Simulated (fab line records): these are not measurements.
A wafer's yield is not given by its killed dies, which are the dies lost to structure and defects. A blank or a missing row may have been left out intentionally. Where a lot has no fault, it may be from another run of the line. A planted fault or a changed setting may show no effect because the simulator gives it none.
Split-lot study / flow n5 finfet / 7 lots, 39 wafers read, on a route of 1938 steps

SPLIT DETAILS
At N5_BEOL_M9_TRENCH_ETCH_37 (etches SiCOH lowk in C4F6/O2, target depth 151.43 nm, time 49 s), the setting target depth a was moved away from the recipe's 1514.3 angstrom on 18 of the 39 wafers read, by -54.5% to +30.1%. For the rest of the wafers, this setting stayed at what the recipe calls for.

FROM THE SPLIT TO THE READING: what the file shows between them, 11 steps
- N5_BEOL_M9_ETCH_41: etches SiCN in CH3F/O2, target depth 36.6 nm, time 70.1 s
- N5_BEOL_M9_STRIP_80: strips in N2/H2, time 10 s
- N5_BEOL_M9_OCD_MEAS_38
- N5_BEOL_M9_HM_STRIP_39: strips TiN in peroxide tin strip, target depth 25 nm, time 158 s
- N5_BEOL_M9_SRD_40: time 30 s
- N5_BEOL_M9_ECD_50: material Cu, target thk 318 nm
- N5_BEOL_M9_ANNEAL_51: time 90 s
- N5_BEOL_M9_CMP_52: polishes, stops on SiCOH lowk, t overpolish 7 s, target thk 140 nm
- N5_BEOL_M9_THK_MEAS_53: measures by xrf
- N5_BEOL_M9_PRE_CLEAN_55: time 15 s
- N5_BEOL_M9_DEP_56: deposits SiCN from 3MS/NH3, target thk 15 nm, time 26.5 s

THE READING
M9_RS in ohm/sq, measured at N5_BEOL_M9_RS_MEAS_57 by four-point-probe. Typical for fault-free wafers on this fab line: 0.151 ohm/sq, with standard deviation 0.0037 ohm/sq.

wafer=L075.1; tool, chamber at the split=rie diel-05, 0; target depth a as run, angstrom=1884; against the recipe=+24.4%; M9_RS, ohm/sq=0.117; against lot-mates on the recipe=-0.038
wafer=L075.2; tool, chamber at the split=rie diel-05, 3; target depth a as run, angstrom=1514.3; against the recipe=recipe; M9_RS, ohm/sq=0.155; against lot-mates on the recipe=-
wafer=L075.3; tool, chamber at the split=rie diel-05, 1; target depth a as run, angstrom=1884; against the recipe=+24.4%; M9_RS, ohm/sq=0.120; against lot-mates on the recipe=-0.035
wafer=L075.4; tool, chamber at the split=rie diel-05, 2; target depth a as run, angstrom=1514.3; against the recipe=recipe; M9_RS, ohm/sq=0.153; against lot-mates on the recipe=-
wafer=L075.5; tool, chamber at the split=rie diel-05, 0; target depth a as run, angstrom=1884; against the recipe=+24.4%; M9_RS, ohm/sq=0.116; against lot-mates on the recipe=-0.039
wafer=L075.6; tool, chamber at the split=rie diel-05, 1; target depth a as run, angstrom=1514.3; against the recipe=recipe; M9_RS, ohm/sq=0.156; against lot-mates on the recipe=-
wafer=L080.1; tool, chamber at the split=rie diel-05, 0; target depth a as run, angstrom=1514.3; against the recipe=recipe; M9_RS, ohm/sq=0.153; against lot-mates on the recipe=-
wafer=L080.2; tool, chamber at the split=rie diel-05, 2; target depth a as run, angstrom=1970; against the recipe=+30.1%; M9_RS, ohm/sq=0.107; against lot-mates on the recipe=-0.044
wafer=L080.3; tool, chamber at the split=rie diel-05, 1; target depth a as run, angstrom=1514.3; against the recipe=recipe; M9_RS, ohm/sq=0.152; against lot-mates on the recipe=-
wafer=L080.4; tool, chamber at the split=rie diel-05, 3; target depth a as run, angstrom=1970; against the recipe=+30.1%; M9_RS, ohm/sq=0.113; against lot-mates on the recipe=-0.038
wafer=L080.5; tool, chamber at the split=rie diel-05, 0; target depth a as run, angstrom=1514.3; against the recipe=recipe; M9_RS, ohm/sq=0.148; against lot-mates on the recipe=-
wafer=L080.6; tool, chamber at the split=rie diel-05, 1; target depth a as run, angstrom=1970; against the recipe=+30.1%; M9_RS, ohm/sq=0.113; against lot-mates on the recipe=-0.038
wafer=L083.1; tool, chamber at the split=rie diel-05, 2; target depth a as run, angstrom=1514.3; against the recipe=recipe; M9_RS, ohm/sq=0.147; against lot-mates on the recipe=-
wafer=L083.2; tool, chamber at the split=rie diel-05, 3; target depth a as run, angstrom=1514.3; against the recipe=recipe; M9_RS, ohm/sq=0.153; against lot-mates on the recipe=-
wafer=L083.3; tool, chamber at the split=rie diel-05, 1; target depth a as run, angstrom=943.1; against the recipe=-37.7%; M9_RS, ohm/sq=0.286; against lot-mates on the recipe=+0.134
wafer=L083.4; tool, chamber at the split=rie diel-05, 0; target depth a as run, angstrom=943.1; against the recipe=-37.7%; M9_RS, ohm/sq=0.288; against lot-mates on the recipe=+0.136
wafer=L083.5; tool, chamber at the split=rie diel-05, 0; target depth a as run, angstrom=1514.3; against the recipe=recipe; M9_RS, ohm/sq=0.155; against lot-mates on the recipe=-
wafer=L083.6; tool, chamber at the split=rie diel-05, 3; target depth a as run, angstrom=943.1; against the recipe=-37.7%; M9_RS, ohm/sq=0.285; against lot-mates on the recipe=+0.133
wafer=L084.3; tool, chamber at the split=rie diel-06, 0; target depth a as run, angstrom=1514.3; against the recipe=recipe; M9_RS, ohm/sq=0.147; against lot-mates on the recipe=-
wafer=L084.5; tool, chamber at the split=rie diel-06, 1; target depth a as run, angstrom=1514.3; against the recipe=recipe; M9_RS, ohm/sq=0.148; against lot-mates on the recipe=-
wafer=L084.6; tool, chamber at the split=rie diel-06, 0; target depth a as run, angstrom=1514.3; against the recipe=recipe; M9_RS, ohm/sq=0.149; against lot-mates on the recipe=-
wafer=L093.1; tool, chamber at the split=rie diel-05, 0; target depth a as run, angstrom=1514.3; against the recipe=recipe; M9_RS, ohm/sq=0.151; against lot-mates on the recipe=-
wafer=L093.2; tool, chamber at the split=rie diel-05, 3; target depth a as run, angstrom=697.7; against the recipe=-53.9%; M9_RS, ohm/sq=0.436; against lot-mates on the recipe=+0.287
wafer=L093.3; tool, chamber at the split=rie diel-05, 2; target depth a as run, angstrom=697.7; against the recipe=-53.9%; M9_RS, ohm/sq=0.408; against lot-mates on the recipe=+0.259
wafer=L093.4; tool, chamber at the split=rie diel-05, 1; target depth a as run, angstrom=1514.3; against the recipe=recipe; M9_RS, ohm/sq=0.148; against lot-mates on the recipe=-
wafer=L093.5; tool, chamber at the split=rie diel-05, 3; target depth a as run, angstrom=697.7; against the recipe=-53.9%; M9_RS, ohm/sq=0.422; against lot-mates on the recipe=+0.273
wafer=L093.6; tool, chamber at the split=rie diel-05, 2; target depth a as run, angstrom=1514.3; against the recipe=recipe; M9_RS, ohm/sq=0.147; against lot-mates on the recipe=-
wafer=L095.1; tool, chamber at the split=rie diel-01, 2; target depth a as run, angstrom=1514.3; against the recipe=recipe; M9_RS, ohm/sq=0.154; against lot-mates on the recipe=-
wafer=L095.2; tool, chamber at the split=rie diel-01, 1; target depth a as run, angstrom=689.6; against the recipe=-54.5%; M9_RS, ohm/sq=0.413; against lot-mates on the recipe=+0.259
wafer=L095.3; tool, chamber at the split=rie diel-01, 0; target depth a as run, angstrom=1514.3; against the recipe=recipe; M9_RS, ohm/sq=0.153; against lot-mates on the recipe=-
wafer=L095.4; tool, chamber at the split=rie diel-01, 3; target depth a as run, angstrom=689.6; against the recipe=-54.5%; M9_RS, ohm/sq=0.445; against lot-mates on the recipe=+0.291
wafer=L095.5; tool, chamber at the split=rie diel-01, 3; target depth a as run, angstrom=1514.3; against the recipe=recipe; M9_RS, ohm/sq=0.156; against lot-mates on the recipe=-
wafer=L095.6; tool, chamber at the split=rie diel-01, 0; target depth a as run, angstrom=689.6; against the recipe=-54.5%; M9_RS, ohm/sq=0.418; against lot-mates on the recipe=+0.264
wafer=L096.1; tool, chamber at the split=rie diel-05, 1; target depth a as run, angstrom=1514.3; against the recipe=recipe; M9_RS, ohm/sq=0.148; against lot-mates on the recipe=-
wafer=L096.2; tool, chamber at the split=rie diel-05, 3; target depth a as run, angstrom=1855; against the recipe=+22.5%; M9_RS, ohm/sq=0.122; against lot-mates on the recipe=-0.026
wafer=L096.3; tool, chamber at the split=rie diel-05, 0; target depth a as run, angstrom=1514.3; against the recipe=recipe; M9_RS, ohm/sq=0.152; against lot-mates on the recipe=-
wafer=L096.4; tool, chamber at the split=rie diel-05, 2; target depth a as run, angstrom=1514.3; against the recipe=recipe; M9_RS, ohm/sq=0.145; against lot-mates on the recipe=-
wafer=L096.5; tool, chamber at the split=rie diel-05, 3; target depth a as run, angstrom=1855; against the recipe=+22.5%; M9_RS, ohm/sq=0.122; against lot-mates on the recipe=-0.026
wafer=L096.6; tool, chamber at the split=rie diel-05, 2; target depth a as run, angstrom=1855; against the recipe=+22.5%; M9_RS, ohm/sq=0.115; against lot-mates on the recipe=-0.033

THE FIT
A straight line over all 39 wafers: M9_RS changes by -0.00384 ohm/sq for each +1% of target depth a; r = -0.95; the points scatter about the line by 0.033 ohm/sq.
The same after taking each lot's own level away (the mean of its wafers on the recipe; 39 wafers): -0.00384 ohm/sq for each +1%; r = -0.95; scatter 0.033 ohm/sq.
Per that fit: largest target depth a move, reading shift of 0.21 ohm/sq.
Measured against the standard deviation above, the lots' own levels, which go from 0.1480 to 0.1547 ohm/sq, span 1.8 times it.
Consequently the slope shifts little with the lot-to-lot level, the two slopes agreeing.
Check: with one of the wafers moved furthest among these (-54.5%) left out of the fit, the line predicts +0.229 ohm/sq for it against its lot-mates. Against them it came out at +0.259 ohm/sq.

THE WHOLE CHAIN: every reading that the file lists as answering this split, in the file's order
step=N5_BEOL_M9_TRENCH_ETCH_37; what it does=etches SiCOH lowk in C4F6/O2, target depth 151.43 nm, time 49 s; reading=BEOL_M9.feature depth nm (the simulator's own value, which no gauge read); change (the file's fit)=+1.52 nm for each +1% of the setting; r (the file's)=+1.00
step=N5_BEOL_M9_TRENCH_ETCH_37; what it does=etches SiCOH lowk in C4F6/O2, target depth 151.43 nm, time 49 s; reading=etch.depth nm (the simulator's own value, which no gauge read); change (the file's fit)=+1.52 nm for each +1% of the setting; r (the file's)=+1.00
step=N5_BEOL_M9_TRENCH_ETCH_37; what it does=etches SiCOH lowk in C4F6/O2, target depth 151.43 nm, time 49 s; reading=TiN_of_BEOL_M9_HM_DEP_02.thk nm (the simulator's own value, which no gauge read); change (the file's fit)=-0.0434 nm for each +1% of the setting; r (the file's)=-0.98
step=N5_BEOL_M9_OCD_MEAS_38; what it does=; reading=trench depth nm; change (the file's fit)=+1.51 nm for each +1% of the setting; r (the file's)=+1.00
step=N5_BEOL_M9_CMP_52; what it does=polishes, stops on SiCOH lowk, t overpolish 7 s, target thk 140 nm; reading=Cu_of_BEOL_M9_ECD_50.thk nm (the simulator's own value, which no gauge read); change (the file's fit)=+1.52 nm for each +1% of the setting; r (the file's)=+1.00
step=N5_BEOL_M9_THK_MEAS_53; what it does=measures by xrf; reading=M9_THK; change (the file's fit)=+1.5 for each +1% of the setting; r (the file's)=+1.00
step=N5_BEOL_M9_RS_MEAS_57; what it does=measures by four-point-probe; reading=M9_RS; change (the file's fit)=-0.00401 for each +1% of the setting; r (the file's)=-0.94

THE FILE'S OWN FIT
M9_RS changes by -0.00401 ohm/sq for each +1% of target depth a, r = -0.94.
